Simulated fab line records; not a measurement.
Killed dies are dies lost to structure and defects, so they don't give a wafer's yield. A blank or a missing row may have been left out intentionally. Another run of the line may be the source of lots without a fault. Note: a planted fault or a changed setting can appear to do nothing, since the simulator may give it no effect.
fab line records    flow nandHarc
record lots=24  wafers=72  lastDay=24
route steps=1159 shown P_M0@283 P_M1@312 P_BONDPAD@365 A_ZERO_WELL@403 A_CHANNEL_FILL_D1@492
lots with no fault: from the same line, run without faults
startH: hours from the record's opening day to when the first of the lot's shown wafers began    waitH: hours since the lot's step before    " the same as in the row above    L1.1+2: a single row standing in for several wafers    - either no value or no given start    * or withheld: withheld    < > ~ a bound
route shown NAME@n: names a module that has steps shown in the file, with the first one's number in the route    usual: mean/standard deviation taken from wafers without a fault    same: alike in all rows    chamber/n: place in a boat    sites: each site's reading    _std_site: how widely they spread, as a standard deviation    _edge_site: mean of outer sites minus mean of inner sites    radiusMm: for every site, how far away it sits from the centre of the wafer    mask NAME#n: copy n    behind: the last tool/chamber to shape the wafer    hold: why the lot was held/for how many hours/how that ended    device: the n, p or np transistor that did not switch    end of line: tests run on the same wafers once the route is complete    for a step that has no rows: nothing shown but its recipe    killed: dies lost to structure and defects at the first sort, not the wafer's yield    map: the dies of a wafer, with x for killed, . for not killed, _ for no die there
set.NAME: the run value of the setting; set.NAME@STEP: its run value at that earlier step    model.NAME: the simulator's own value behind a step, which no gauge read
one table for each step of the route and one row for each wafer, over a sample of lots
services: the hour from which a tool's chamber was out of use, counted from the record's first day as startH (under 0 if before that day), plus the number of hours and why
## steps
# step NHARC_P_M0_PRE_CLEAN_31
# recipe timeS=12  tempC=370  rfPowerW=300  gas=NH3
# usual heaterPowerW=655/52
lot.wafer  tool      chamber  startH  waitH  heaterPowerW
L074.2     pecvd-04  1        121.66  0.1    653
L074.3     "         2        "       "      758
L074.6     "         2        "       "      755
L076.2     pecvd-04  2        134.00  0.1    666
L076.6     "         0        "       "      635
L076.5     "         1        "       "      663
L075.3     pecvd-01  2        134.43  0.1    522
L075.4     "         1        "       "      625
L075.5     "         2        "       "      516
L078.3     pecvd-04  1        142.32  0.1    677
L078.4     "         0        "       "      655
L078.5     "         1        "       "      678
L077.3     pecvd-03  1        147.18  0.1    586
L077.5     "         2        "       "      665
L077.6     "         0        "       "      649
L080.1     pecvd-01  1        148.07  0.1    727
L080.6     "         2        "       "      543
L080.5     "         0        "       "      625
L079.2     pecvd-04  2        148.93  0.1    752
L079.3     "         1        "       "      680
L079.6     "         1        "       "      681
L081.2     pecvd-01  1        159.15  0.1    736
L081.1     "         2        "       "      539
L081.6     "         2        "       "      548
L083.2     pecvd-04  1        169.35  0.1    606
L083.3     "         2        "       "      728
L083.4     "         2        "       "      714
L082.2     pecvd-03  1        174.36  0.1    669
L082.6     "         2        "       "      700
L082.4     "         1        "       "      671
L084.1     pecvd-01  2        183.36  0.1    595
L084.5     "         1        "       "      670
L084.6     "         2        "       "      589
L087.3     pecvd-03  1        196.78  1.6    674
L087.2     "         2        "       "      757
L087.5     "         2        "       "      719
L085.1     pecvd-03  0        197.14  1.5    590
L085.6     "         1        "       "      701
L085.5     "         0        "       "      601
L086.3     pecvd-03  2        197.45  1.0    676
L086.2     "         1        "       "      656
L086.5     "         1        "       "      656
L089.3     pecvd-04  1        212.58  0.1    647
L089.2     "         2        "       "      628
L089.5     "         2        "       "      645
L088.2     pecvd-03  2        213.16  0.1    636
L088.5     "         0        "       "      688
L088.4     "         1        "       "      600
L091.1     pecvd-01  1        218.72  0.1    728
L091.5     "         2        "       "      590
L091.6     "         0        "       "      638
L090.1     pecvd-03  2        219.68  0.1    737
L090.3     "         0        "       "      593
L090.5     "         2        "       "      753
L093.2     pecvd-01  0        225.78  0.1    593
L093.3     "         1        "       "      699
L093.6     "         2        "       "      567
L092.1     pecvd-03  2        226.46  0.1    682
L092.4     "         1        "       "      577
L092.6     "         2        "       "      689
L094.3     pecvd-04  1        237.80  0.2    697
L094.1     "         2        "       "      703
L094.5     "         0        "       "      646
L095.3     pecvd-04  0        243.64  0.1    623
L095.6     "         1        "       "      709
L095.5     "         2        "       "      683
L096.2     pecvd-03  2        244.17  0.1    730
L096.3     "         0        "       "      696
L096.1     "         1        "       "      695
L097.2     pecvd-04  0        260.99  0.1    675
L097.3     "         1        "       "      657
L097.5     "         1        "       "      659
# step NHARC_P_M1_THK_MEAS_24
# recipe thkMeasGauge=xrf
# usual thkNm=158.0/1.2
lot.wafer  tool          chamber  startH  waitH  thkNm
L074.2     filmMetro-01  -        125.91  -      157.9
L074.3     "             -        "       "      158.0
L074.6     "             -        "       "      157.5
L076.2     filmMetro-01  -        138.06  -      158.0
L076.5     "             -        "       "      157.6
L076.6     "             -        "       "      156.8
L075.3     filmMetro-02  -        138.40  -      156.9
L075.4     "             -        "       "      154.4
L075.5     "             -        "       "      158.2
L078.3     filmMetro-01  -        146.54  -      159.1
L078.4     "             -        "       "      159.8
L078.5     "             -        "       "      159.6
L077.3     filmMetro-01  -        151.19  -      159.0
L077.5     "             -        "       "      158.5
L077.6     "             -        "       "      155.9
L080.1     filmMetro-01  -        152.06  -      158.4
L080.5     "             -        "       "      157.3
L080.6     "             -        "       "      157.6
L079.2     filmMetro-01  -        152.77  -      156.7
L079.3     "             -        "       "      157.8
L079.6     "             -        "       "      156.9
L081.1     filmMetro-02  -        163.07  -      158.8
L081.2     "             -        "       "      158.1
L081.6     "             -        "       "      158.7
L083.2     filmMetro-02  -        173.31  -      159.9
L083.3     "             -        "       "      159.3
L083.4     "             -        "       "      159.0
L082.2     filmMetro-02  -        178.42  -      156.9
L082.4     "             -        "       "      160.2
L082.6     "             -        "       "      157.9
L084.1     filmMetro-01  -        187.62  -      158.0
L084.5     "             -        "       "      158.9
L084.6     "             -        "       "      159.2
L087.2     filmMetro-01  -        200.83  -      158.6
L087.3     "             -        "       "      159.0
L087.5     "             -        "       "      159.8
L085.1     filmMetro-02  -        201.23  -      157.1
L085.5     "             -        "       "      156.1
L085.6     "             -        "       "      157.2
L086.2     filmMetro-02  -        201.41  -      157.9
L086.3     "             -        "       "      158.3
L086.5     "             -        "       "      156.3
L089.2     filmMetro-02  -        216.55  -      157.0
L089.3     "             -        "       "      160.2
L089.5     "             -        "       "      158.6
L088.2     filmMetro-01  -        217.25  -      158.8
L088.4     "             -        "       "      157.7
L088.5     "             -        "       "      158.4
L091.1     filmMetro-01  -        222.80  -      157.9
L091.5     "             -        "       "      159.2
L091.6     "             -        "       "      155.9
L090.1     filmMetro-02  -        223.50  -      160.6
L090.3     "             -        "       "      159.1
L090.5     "             -        "       "      159.5
L093.2     filmMetro-01  -        229.92  -      159.6
L093.3     "             -        "       "      158.5
L093.6     "             -        "       "      156.0
L092.1     filmMetro-01  -        230.34  -      159.9
L092.4     "             -        "       "      157.4
L092.6     "             -        "       "      156.4
L094.1     filmMetro-01  -        241.75  -      157.7
L094.3     "             -        "       "      156.3
L094.5     "             -        "       "      157.9
L095.3     filmMetro-02  -        247.48  -      158.5
L095.5     "             -        "       "      157.1
L095.6     "             -        "       "      155.7
L096.1     filmMetro-02  -        248.46  -      160.5
L096.2     "             -        "       "      157.2
L096.3     "             -        "       "      158.5
L097.2     filmMetro-01  -        264.93  -      158.6
L097.3     "             -        "       "      156.0
L097.5     "             -        "       "      159.4
# step NHARC_P_BONDPAD_OVL_MEAS_38
# usual overlayXNm=0/6  overlayYNm=0/5.3
lot.wafer  tool        chamber  startH  waitH  overlayXNm  overlayYNm
L074.2     overlay-01  -        132.19  -      6           -4
L074.3     "           -        "       "      7           -4
L074.6     "           -        "       "      7           -4
L076.2     overlay-01  -        144.39  -      14          1
L076.5     "           -        "       "      14          0
L076.6     "           -        "       "      14          1
L075.3     overlay-01  -        144.94  -      -4          0
L075.4     "           -        "       "      -4          0
L075.5     "           -        "       "      -5          1
L078.3     overlay-01  -        152.78  -      -7          1
L078.4     "           -        "       "      -7          1
L078.5     "           -        "       "      -7          1
L077.3     overlay-01  -        157.27  -      6           -6
L077.5     "           -        "       "      6           -6
L077.6     "           -        "       "      5           -6
L080.1     overlay-02  -        158.28  -      1           11
L080.5     "           -        "       "      0           11
L080.6     "           -        "       "      0           11
L079.2     overlay-01  -        158.84  -      -1          2
L079.3     "           -        "       "      -1          1
L079.6     "           -        "       "      -1          1
L081.1     overlay-01  -        169.75  -      4           -3
L081.2     "           -        "       "      4           -2
L081.6     "           -        "       "      4           -2
L083.2     overlay-02  -        179.53  -      1           6
L083.3     "           -        "       "      1           6
L083.4     "           -        "       "      1           6
L082.2     overlay-02  -        184.81  -      -4          -9
L082.4     "           -        "       "      -4          -10
L082.6     "           -        "       "      -4          -9
L084.1     overlay-01  -        193.84  -      3           -4
L084.5     "           -        "       "      4           -5
L084.6     "           -        "       "      4           -4
L087.2     overlay-02  -        207.17  -      7           0
L087.3     "           -        "       "      6           1
L087.5     "           -        "       "      6           0
L085.1     overlay-01  -        207.68  -      3           6
L085.5     "           -        "       "      3           6
L085.6     "           -        "       "      3           6
L086.2     overlay-02  -        208.57  -      -10         -1
L086.3     "           -        "       "      -10         -1
L086.5     "           -        "       "      -9          -1
L089.2     overlay-01  -        223.08  -      -1          2
L089.3     "           -        "       "      -1          1
L089.5     "           -        "       "      -2          1
L088.2     overlay-02  -        223.59  -      -5          3
L088.4     "           -        "       "      -5          3
L088.5     "           -        "       "      -5          3
L091.1     overlay-01  -        229.02  -      0           5
L091.5     "           -        "       "      0           5
L091.6     "           -        "       "      0           5
L090.1     overlay-02  -        229.74  -      2           -4
L090.3     "           -        "       "      3           -4
L090.5     "           -        "       "      3           -4
L093.2     overlay-02  -        236.31  -      2           4
L093.3     "           -        "       "      2           3
L093.6     "           -        "       "      3           4
L092.1     overlay-02  -        236.56  -      6           1
L092.4     "           -        "       "      5           1
L092.6     "           -        "       "      5           1
L094.1     overlay-01  -        248.59  -      -7          3
L094.3     "           -        "       "      -7          3
L094.5     "           -        "       "      -7          3
L095.3     overlay-01  -        253.76  -      -12         -9
L095.5     "           -        "       "      -12         -9
L095.6     "           -        "       "      -12         -9
L096.1     overlay-02  -        254.52  -      9           -5
L096.2     "           -        "       "      9           -5
L096.3     "           -        "       "      10          -5
L097.2     overlay-02  -        271.14  -      -2          11
L097.3     "           -        "       "      -2          11
L097.5     "           -        "       "      -2          11
# step NHARC_P_BONDPAD_THK_MEAS_20
# recipe thkMeasGauge=xrf
# usual thkNm=160.7/1.4
lot.wafer  tool          chamber  startH  waitH  thkNm
L074.2     filmMetro-02  -        134.66  -      162.7
L074.3     "             -        "       "      162.3
L074.6     "             -        "       "      160.1
L076.2     filmMetro-02  -        147.37  -      159.0
L076.5     "             -        "       "      159.1
L076.6     "             -        "       "      160.3
L075.3     filmMetro-01  -        147.86  -      159.9
L075.4     "             -        "       "      159.7
L075.5     "             -        "       "      159.2
L078.3     filmMetro-02  -        155.26  -      160.9
L078.4     "             -        "       "      157.9
L078.5     "             -        "       "      160.7
L077.3     filmMetro-02  -        159.73  -      163.5
L077.5     "             -        "       "      162.6
L077.6     "             -        "       "      160.7
L080.1     filmMetro-02  -        160.76  -      160.9
L080.5     "             -        "       "      161.0
L080.6     "             -        "       "      162.2
L079.2     filmMetro-01  -        161.58  -      161.8
L079.3     "             -        "       "      163.2
L079.6     "             -        "       "      161.8
L081.1     filmMetro-01  -        172.31  -      160.6
L081.2     "             -        "       "      160.0
L081.6     "             -        "       "      157.9
L083.2     filmMetro-02  -        182.17  -      159.0
L083.3     "             -        "       "      162.4
L083.4     "             -        "       "      161.0
L082.2     filmMetro-02  -        187.31  -      158.6
L082.4     "             -        "       "      158.1
L082.6     "             -        "       "      161.1
L084.1     filmMetro-01  -        196.70  -      160.0
L084.5     "             -        "       "      160.5
L084.6     "             -        "       "      159.4
L087.2     filmMetro-01  -        209.97  -      161.8
L087.3     "             -        "       "      161.2
L087.5     "             -        "       "      161.3
L085.1     filmMetro-01  -        210.18  -      160.8
L085.5     "             -        "       "      158.8
L085.6     "             -        "       "      161.3
L086.2     filmMetro-01  -        211.19  -      160.6
L086.3     "             -        "       "      162.3
L086.5     "             -        "       "      164.0
L089.2     filmMetro-02  -        225.59  -      162.8
L089.3     "             -        "       "      162.5
L089.5     "             -        "       "      160.5
L088.2     filmMetro-02  -        226.08  -      160.8
L088.4     "             -        "       "      160.9
L088.5     "             -        "       "      159.8
L091.1     filmMetro-02  -        231.49  -      158.3
L091.5     "             -        "       "      161.8
L091.6     "             -        "       "      158.4
L090.1     filmMetro-02  -        232.26  -      160.2
L090.3     "             -        "       "      160.2
L090.5     "             -        "       "      159.3
L093.2     filmMetro-02  -        238.81  -      160.0
L093.3     "             -        "       "      161.9
L093.6     "             -        "       "      159.2
L092.1     filmMetro-01  -        239.11  -      159.1
L092.4     "             -        "       "      162.4
L092.6     "             -        "       "      159.5
L094.1     filmMetro-02  -        251.19  -      160.7
L094.3     "             -        "       "      162.7
L094.5     "             -        "       "      160.0
L095.3     filmMetro-02  -        256.24  -      159.3
L095.5     "             -        "       "      160.9
L095.6     "             -        "       "      161.1
L096.1     filmMetro-01  -        257.02  -      161.1
L096.2     "             -        "       "      161.6
L096.3     "             -        "       "      158.9
L097.2     filmMetro-02  -        273.60  -      160.5
L097.3     "             -        "       "      161.2
L097.5     "             -        "       "      158.9
# step NHARC_A_ZERO_WELL_DESCUM_12
# recipe timeS=3  o2FlowSccm=200  arFlowSccm=0  biasPowerW=0  chemistry=O2
# usual drypumpMotorCurrentA=5.7/0.42  oesProductAu=0.998/0.0082  rfVppV=57.8/0.82  showerheadPlenumPTorr=1.93/0.08  throttleValvePct=11.311/0.0088
# same biasPowerW=0
lot.wafer  tool        chamber  startH  waitH  drypumpMotorCurrentA  oesProductAu  rfHoursCounterH  rfVppV  showerheadPlenumPTorr  throttleValvePct
L074.3     rieDiel-02  2        136.54  -      6.0                   1.001         11               58.9    1.94                   11.299
L074.2     "           3        "       "      5.5                   1.004         11               59.5    1.87                   11.312
L074.6     "           2        "       "      6.1                   0.997         -                58.1    1.94                   11.332
L076.2     rieDiel-02  1        148.95  -      6.1                   1.015         12               57.9    1.82                   11.323
L076.5     "           1        "       "      6.1                   0.990         -                58.2    1.82                   11.312
L076.6     "           2        "       "      6.1                   1.005         -                56.6    1.94                   11.306
L075.4     rieDiel-06  3        149.56  -      5.0                   0.991         5                57.9    1.94                   11.311
L075.3     "           1        "       "      6.2                   0.984         6                58.1    2.00                   11.312
L075.5     "           2        "       "      5.7                   1.012         -                57.9    2.07                   11.305
L078.4     rieDiel-03  2        156.80  -      5.1                   1.003         9                57.5    1.85                   11.316
L078.3     "           0        "       "      6.0                   1.000         10               57.8    1.99                   11.309
L078.5     "           2        "       "      5.1                   0.999         -                55.9    1.85                   11.314
L077.3     rieDiel-06  1        161.42  -      6.1                   0.990         7                58.6    2.00                   11.316
L077.5     "           0        "       "      5.9                   0.990         -                57.6    1.99                   11.312
L077.6     "           1        "       "      6.1                   0.997         -                57.6    2.00                   11.297
L080.1     rieDiel-03  2        162.49  -      5.0                   1.013         10               58.5    1.85                   11.318
L080.5     "           3        "       "      5.0                   0.994         -                58.4    1.89                   11.306
L080.6     "           0        "       "      6.1                   1.002         -                57.3    1.99                   11.298
L079.2     rieDiel-03  1        163.13  -      5.9                   0.989         10               59.0    1.90                   11.310
L079.3     "           0        "       "      6.1                   0.997         11               58.9    1.99                   11.304
L079.6     "           1        "       "      5.9                   0.995         -                58.1    1.90                   11.308
L081.2     rieDiel-06  2        174.00  -      5.6                   1.009         7                59.8    2.06                   11.310
L081.1     "           0        "       "      5.9                   0.985         7                57.3    1.98                   11.300
L081.6     "           1        "       "      6.1                   0.994         -                58.7    2.00                   11.314
L083.2     rieDiel-03  0        183.86  -      6.0                   1.005         12               57.3    1.99                   11.305
L083.3     "           1        "       "      5.9                   1.003         11               58.3    1.89                   11.297
L083.4     "           2        "       "      5.0                   1.016         11               59.7    1.85                   11.309
L082.4     rieDiel-02  2        189.01  -      6.1                   0.997         2                58.1    1.94                   11.321
L082.2     "           0        "       "      5.5                   0.989         2                57.3    1.80                   11.301
L082.6     "           1        "       "      6.1                   0.991         -                57.5    1.82                   11.314
L084.1     rieDiel-06  2        198.42  -      5.6                   1.000         8                59.0    2.06                   11.310
L084.5     "           0        "       "      5.9                   0.989         -                57.0    1.98                   11.301
L084.6     "           1        "       "      6.2                   0.989         -                58.7    2.00                   11.308
L087.3     rieDiel-02  0        211.74  -      5.5                   0.997         4                57.7    1.80                   11.309
L087.2     "           2        "       "      6.1                   1.003         4                57.5    1.94                   11.303
L087.5     "           0        "       "      5.5                   1.006         -                58.3    1.80                   11.311
L085.1     rieDiel-03  2        211.93  -      5.0                   1.007         15               57.5    1.85                   11.300
L085.5     "           3        "       "      5.0                   0.990         -                57.8    1.89                   11.316
L085.6     "           0        "       "      6.1                   1.011         -                57.4    1.99                   11.313
L086.2     rieDiel-06  1        212.74  -      6.1                   0.996         10               57.9    2.00                   11.305
L086.3     "           0        "       "      5.9                   0.993         9                57.7    1.98                   11.321
L086.5     "           1        "       "      6.1                   1.002         -                57.3    2.00                   11.320
L089.3     rieDiel-06  1        227.28  -      6.1                   0.999         11               58.6    2.00                   11.307
L089.2     "           0        "       "      5.9                   0.989         10               58.9    1.98                   11.336
L089.5     "           1        "       "      6.1                   0.987         -                59.4    2.00                   11.325
L088.2     rieDiel-02  0        227.77  -      5.5                   1.001         5                57.1    1.80                   11.304
L088.4     "           1        "       "      6.0                   1.007         5                56.3    1.82                   11.291
L088.5     "           0        "       "      5.5                   0.995         -                57.2    1.80                   11.322
L091.1     rieDiel-03  1        233.05  -      5.9                   0.992         1                57.1    1.89                   11.301
L091.5     "           2        "       "      5.0                   0.997         -                57.1    1.85                   11.311
L091.6     "           3        "       "      5.0                   1.002         -                56.7    1.89                   11.311
L090.3     rieDiel-02  2        233.92  -      6.1                   1.016         5                57.2    1.94                   11.308
L090.1     "           1        "       "      6.1                   1.007         5                58.0    1.82                   11.317
L090.5     "           3        "       "      5.5                   1.003         -                58.6    1.87                   11.304
L093.2     rieDiel-02  3        240.39  -      5.5                   0.998         6                56.6    1.87                   11.306
L093.3     "           0        "       "      5.5                   0.993         6                55.5    1.80                   11.312
L093.6     "           0        "       "      5.5                   1.003         -                56.9    1.80                   11.315
L092.1     rieDiel-06  1        240.81  -      6.1                   0.995         11               57.9    2.00                   11.300
L092.4     "           0        "       "      5.9                   0.993         11               57.5    1.98                   11.312
L092.6     "           1        "       "      6.1                   0.992         -                57.8    2.00                   11.319
L094.3     rieDiel-06  2        252.81  -      5.6                   0.998         0                58.0    2.06                   11.333
L094.1     "           3        "       "      5.0                   1.004         0                58.8    1.94                   11.316
L094.5     "           2        "       "      5.6                   0.992         -                58.2    2.06                   11.318
L095.3     rieDiel-02  0        257.94  -      5.5                   0.995         7                57.1    1.80                   11.303
L095.6     "           0        "       "      5.5                   0.988         -                57.2    1.80                   11.319
L095.5     "           1        "       "      6.1                   0.998         -                57.6    1.82                   11.313
L096.2     rieDiel-03  3        258.75  -      5.0                   0.978         4                58.2    1.89                   11.306
L096.3     "           0        "       "      6.1                   0.990         5                58.9    1.99                   11.321
L096.1     "           2        "       "      5.0                   0.993         4                57.5    1.85                   11.309
L097.2     rieDiel-06  2        275.29  -      5.6                   0.998         1                58.2    2.06                   11.327
L097.3     "           3        "       "      5.0                   0.980         1                57.4    1.94                   11.309
L097.5     "           3        "       "      5.0                   0.996         -                58.2    1.94                   11.306
# step NHARC_A_CHANNEL_FILL_D1_ALD_02
# recipe targetThkA=60  pulseTimeS=10  aldCycles=60  tempC=300  material=SiO2
# usual heaterPowerW=467/38  precursorPulseHeightRel=1.004/0.02
lot.wafer  tool      chamber  startH  waitH  heaterPowerW  precursorPulseHeightRel
L074.3     aldHk-03  0        189.69  -      456           0.997
L074.2     "         1        "       "      484           0.975
L074.6     "         0        "       "      462           0.970
L075.4     aldHk-04  2        199.54  -      404           1.004
L075.3     "         3        "       "      446           1.020
L075.5     "         3        "       "      431           0.988
L076.2     aldHk-01  0        199.76  -      439           1.021
L076.5     "         1        "       "      453           0.978
L076.6     "         2        "       "      484           1.031
L080.1     aldHk-03  1        205.36  0.2    490           1.023
L080.6     "         0        "       "      458           1.011
L080.5     "         1        "       "      480           1.024
L077.3     aldHk-01  3        205.91  -      487           1.000
L077.6     "         0        "       "      439           1.005
L077.5     "         1        "       "      438           1.012
L078.4     aldHk-04  1        209.40  -      503           1.004
L078.3     "         3        "       "      451           0.990
L078.5     "         1        "       "      501           0.976
L079.2     aldHk-01  3        209.89  -      483           1.016
L079.3     "         2        "       "      475           1.018
L079.6     "         3        "       "      486           1.000
L081.2     aldHk-01  3        220.29  -      497           0.977
L081.1     "         0        "       "      461           1.006
L081.6     "         1        "       "      439           0.982
L083.4     aldHk-04  1        229.70  -      510           0.974
L083.3     "         2        "       "      398           1.023
L083.2     "         3        "       "      439           0.980
L082.2     aldHk-04  2        235.17  -      398           1.030
L082.4     "         3        "       "      437           1.011
L082.6     "         1        "       "      516           1.027
L084.1     aldHk-04  1        250.26  -      485           0.989
L084.6     "         2        "       "      431           0.993
L084.5     "         3        "       "      433           1.000
L087.3     aldHk-01  3        257.84  -      485           1.016
L087.2     "         1        "       "      411           1.012
L087.5     "         3        "       "      481           1.023
L086.3     aldHk-04  3        258.54  -      422           0.984
L086.2     "         1        "       "      482           0.984
L086.5     "         2        "       "      442           0.987
L085.1     aldHk-03  2        262.01  -      524           1.001
L085.6     "         3        "       "      411           1.010
L085.5     "         0        "       "      460           0.983
L089.3     aldHk-04  2        275.05  -      437           1.033
L089.2     "         3        "       "      437           1.001
L089.5     "         0        "       "      534           0.999
L088.4     aldHk-04  1        275.53  -      494           0.993
L088.2     "         2        "       "      439           1.018
L088.5     "         1        "       "      483           0.997
L091.1     aldHk-04  3        279.12  -      426           1.025
L091.5     "         3        "       "      431           0.977
L091.6     "         0        "       "      521           1.034
L090.1     aldHk-01  3        279.68  -      484           1.004
L090.3     "         2        "       "      510           0.996
L090.5     "         0        "       "      449           1.012
L093.2     aldHk-03  2        286.34  -      524           0.993
L093.3     "         3        "       "      419           0.997
L093.6     "         2        "       "      534           1.057
L092.4     aldHk-03  1        287.57  -      491           1.002
L092.1     "         3        "       "      420           1.042
L092.6     "         0        "       "      449           1.019
L094.3     aldHk-01  3        299.20  -      470           1.010
L094.1     "         1        "       "      415           1.005
L094.5     "         2        "       "      498           0.994
L096.3     aldHk-01  1        303.57  -      422           1.009
L096.1     "         2        "       "      498           0.999
L096.2     "         3        "       "      501           1.036
L095.3     aldHk-04  2        304.60  -      440           1.015
L095.6     "         3        "       "      439           1.014
L095.5     "         0        "       "      527           1.004
L097.2     aldHk-01  0        326.19  -      439           1.044
L097.3     "         2        "       "      496           0.999
L097.5     "         3        "       "      477           1.027
## services
tool        chamber  startH  hours  kind
pecvd-03    -        111.24  13.0   pm
pecvd-04    2        139.24  6.8    repair
rieDiel-06  3        140.28  4.9    repair
rieDiel-02  -        150.70  9.0    pm
pecvd-03    2        156.12  5.9    repair
rieDiel-03  -        171.30  5.9    repair
rieDiel-02  -        172.14  0.6    repair
pecvd-01    0        177.41  8.9    repair
aldHk-04    -        187.79  0.7    repair
pecvd-04    -        195.32  13.0   pm
pecvd-01    1        200.39  13.5   repair
rieDiel-03  -        215.52  9.0    pm
aldHk-01    -        229.41  10.0   pm
pecvd-01    -        237.18  13.0   pm
rieDiel-06  -        241.20  9.0    pm
rieDiel-02  -        244.49  1.0    repair
rieDiel-03  -        252.49  0.2    repair
pecvd-03    0        255.90  2.6    repair
pecvd-04    -        267.95  0.8    repair
rieDiel-02  0        289.72  5.5    repair
pecvd-03    -        292.24  13.0   pm
rieDiel-06  0        294.43  1.8    repair
rieDiel-02  3        307.06  2.3    repair
pecvd-04    2        318.49  14.3   repair
## key
fault none
